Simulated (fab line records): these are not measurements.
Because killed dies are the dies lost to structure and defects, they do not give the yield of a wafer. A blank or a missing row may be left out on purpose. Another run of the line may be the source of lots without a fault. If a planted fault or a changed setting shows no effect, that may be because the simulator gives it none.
fab line records    flow n5_finfet
record lots=7  wafers=39
route steps=1938 shown MOL_CONTACT_COAG@599
start_h: hours from the record's first day to the start of the lot's first wafer shown    wait_h: hours elapsed since this lot's preceding step    " unchanged from the row above    L1.1+2: a single row standing in for several wafers    - no value, or no start was given    * or withheld: withheld    < > ~ a bound
route shown NAME@n: a module of which the file shows steps, and the number in the route of the first    usual: average and standard deviation across the fault-free wafers    same: alike in all rows    chamber/n: place in a boat    sites: each site's reading    _std_site: their standard deviation    _edge_site: inner sites' mean taken away from outer sites' mean    radius_mm: how far each site lies from the wafer's centre    mask NAME#n: copy n    behind: the most recent tool/chamber to have shaped the wafer    hold: why the lot was held/for how many hours/how that ended    device: whichever transistor did not switch (one of n, p or np)    end of line: the tests these same wafers got at the end of their route    a step without rows: its recipe alone    killed: the dies lost at the first sort to structure and to defects; this is not the yield of the wafer    map: dies across one wafer; x = killed, . = not, _ = none there
set.NAME: the setting the step ran with; set.NAME@STEP: the setting that earlier step ran with    model.NAME: the simulator's own value behind a step, which no gauge read
one table per step and one row per wafer, for lots whose settings were changed on purpose
## steps
# step N5_MOL_CONTACT_COAG_EXPOSE_37
# recipe mask_id=VD  na=0.33  source_shape=annular  sigma_inner=0.3  sigma_outer=0.7  polarization=unpolarized  defocus_nm=0  dose_mj=62
lot.wafer         tool            chamber  start_h  wait_h  mask  set.dose_mj
L074.1+2+3        euv_scanner-02  0        95.64    -       VD#0  62
L074.4+5+6        "               0        "        "       VD#0  65.79
L078.2+4+6        euv_scanner-02  0        123.95   -       VD#0  62
L080.1+2+3+4+5+6  euv_scanner-02  0        141.72   -       VD#0  62
L081.1+4+5        euv_scanner-02  0        147.19   -       VD#0  62
L081.2+3+6        "               0        "        "       VD#0  57.92
L086.1+2+3+4+5+6  euv_scanner-01  0        172.83   -       VD#0  62
L089.1+5+6        euv_scanner-01  0        195.23   -       VD#0  62
L089.2+3+4        "               0        "        "       VD#0  66.15
L093.1+4+5        euv_scanner-02  0        213.98   -       VD#0  65.28
L093.2+3+6        "               0        "        "       VD#0  62
# step N5_MOL_CONTACT_COAG_PEB_38
# recipe peb_temp_c=100  peb_time_s=60  resist=CAR-EUV
# step N5_MOL_CONTACT_COAG_DEVELOP_39
# recipe develop_time_s=30  developer=TMAH  resist=CAR-EUV  rinse_liquid=surfactant_rinse  dry=air_spin  dev_temp_c=23
# step N5_MOL_CONTACT_COAG_CD_MEAS_40
# recipe target_cd_nm=25.1  landing_energy_ev=500  detector=se_inlens  polarity=opening
# usual cd_nm=25.08/0.25
lot.wafer  tool       chamber  start_h  wait_h  set.dose_mj@MOL_CONTACT_COAG_EXPOSE_37  cd_nm
L074.1     cd_sem-01  0        95.78    -       62                                      24.89
L074.2     "          0        "        "       62                                      24.67
L074.3     "          0        "        "       62                                      25.63
L074.4     "          0        "        "       65.79                                   26.03
L074.5     "          0        "        "       65.79                                   26.02
L074.6     "          0        "        "       65.79                                   26.15
L078.2     cd_sem-01  0        124.09   -       62                                      25.35
L078.4     "          0        "        "       62                                      25.19
L078.6     "          0        "        "       62                                      24.98
L080.1     cd_sem-02  0        141.87   -       62                                      25.25
L080.2     "          0        "        "       62                                      25.26
L080.3     "          0        "        "       62                                      24.97
L080.4     "          0        "        "       62                                      25.23
L080.5     "          0        "        "       62                                      25.12
L080.6     "          0        "        "       62                                      24.93
L081.1     cd_sem-02  0        147.34   -       62                                      24.71
L081.2     "          0        "        "       57.92                                   24.09
L081.3     "          0        "        "       57.92                                   23.95
L081.4     "          0        "        "       62                                      25.08
L081.5     "          0        "        "       62                                      24.87
L081.6     "          0        "        "       57.92                                   23.75
L086.1     cd_sem-03  0        172.98   -       62                                      24.66
L086.2     "          0        "        "       62                                      24.62
L086.3     "          0        "        "       62                                      25.27
L086.4     "          0        "        "       62                                      25.10
L086.5     "          0        "        "       62                                      24.80
L086.6     "          0        "        "       62                                      24.78
L089.1     cd_sem-03  0        195.37   -       62                                      25.60
L089.2     "          0        "        "       66.15                                   26.26
L089.3     "          0        "        "       66.15                                   26.03
L089.4     "          0        "        "       66.15                                   26.38
L089.5     "          0        "        "       62                                      25.25
L089.6     "          0        "        "       62                                      25.15
L093.1     cd_sem-03  0        214.13   -       65.28                                   26.09
L093.2     "          0        "        "       62                                      24.81
L093.3     "          0        "        "       62                                      25.27
L093.4     "          0        "        "       65.28                                   25.90
L093.5     "          0        "        "       65.28                                   25.71
L093.6     "          0        "        "       62                                      25.61
# step N5_MOL_CONTACT_COAG_PRECLEAN_138
# recipe chemistry=alkaline_clean  temp_c=60  time_s=60  do_ppb=50
# step N5_MOL_CONTACT_COAG_SRD_139
# recipe dry=ipa_marangoni  time_s=30  temp_c=23  rinse_liquid=diw
# step N5_MOL_CONTACT_COAG_CD_MEAS_101
# recipe target_cd_nm=16
# usual cd_nm=15.94/0.28
lot.wafer  tool       chamber  start_h  wait_h  set.dose_mj@MOL_CONTACT_COAG_EXPOSE_37  cd_nm
L074.1     cd_sem-01  -        97.49    0.0     62                                      16.32
L074.2     "          -        "        "       62                                      15.88
L074.3     "          -        "        "       62                                      16.28
L074.4     "          -        "        "       65.79                                   17.36
L074.5     "          -        "        "       65.79                                   17.33
L074.6     "          -        "        "       65.79                                   17.34
L078.2     cd_sem-03  -        125.17   0.0     62                                      15.92
L078.4     "          -        "        "       62                                      15.87
L078.6     "          -        "        "       62                                      16.01
L080.1     cd_sem-02  -        142.81   0.0     62                                      16.26
L080.2     "          -        "        "       62                                      16.25
L080.3     "          -        "        "       62                                      15.84
L080.4     "          -        "        "       62                                      15.71
L080.5     "          -        "        "       62                                      15.82
L080.6     "          -        "        "       62                                      16.31
L081.1     cd_sem-02  -        148.39   0.0     62                                      16.14
L081.2     "          -        "        "       57.92                                   14.63
L081.3     "          -        "        "       57.92                                   14.78
L081.4     "          -        "        "       62                                      15.63
L081.5     "          -        "        "       62                                      15.86
L081.6     "          -        "        "       57.92                                   14.96
L086.1     cd_sem-02  -        174.32   0.0     62                                      15.69
L086.2     "          -        "        "       62                                      16.05
L086.3     "          -        "        "       62                                      15.81
L086.4     "          -        "        "       62                                      15.77
L086.5     "          -        "        "       62                                      15.93
L086.6     "          -        "        "       62                                      15.99
L089.1     cd_sem-02  -        197.25   0.0     62                                      15.95
L089.2     "          -        "        "       66.15                                   17.13
L089.3     "          -        "        "       66.15                                   17.14
L089.4     "          -        "        "       66.15                                   17.45
L089.5     "          -        "        "       62                                      15.83
L089.6     "          -        "        "       62                                      15.69
L093.1     cd_sem-01  -        215.07   0.0     65.28                                   16.84
L093.2     "          -        "        "       62                                      15.65
L093.3     "          -        "        "       62                                      15.98
L093.4     "          -        "        "       65.28                                   16.48
L093.5     "          -        "        "       65.28                                   16.16
L093.6     "          -        "        "       62                                      15.86
## key
split step=N5_MOL_CONTACT_COAG_EXPOSE_37  setting=dose_mj  stated=62  by=wafer
response step=N5_MOL_CONTACT_COAG_CD_MEAS_40  reading=cd_nm  change=+0.143  per=1%  r=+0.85
response step=N5_MOL_CONTACT_COAG_CD_MEAS_101  reading=cd_nm  change=+0.178  per=1%  r=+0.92
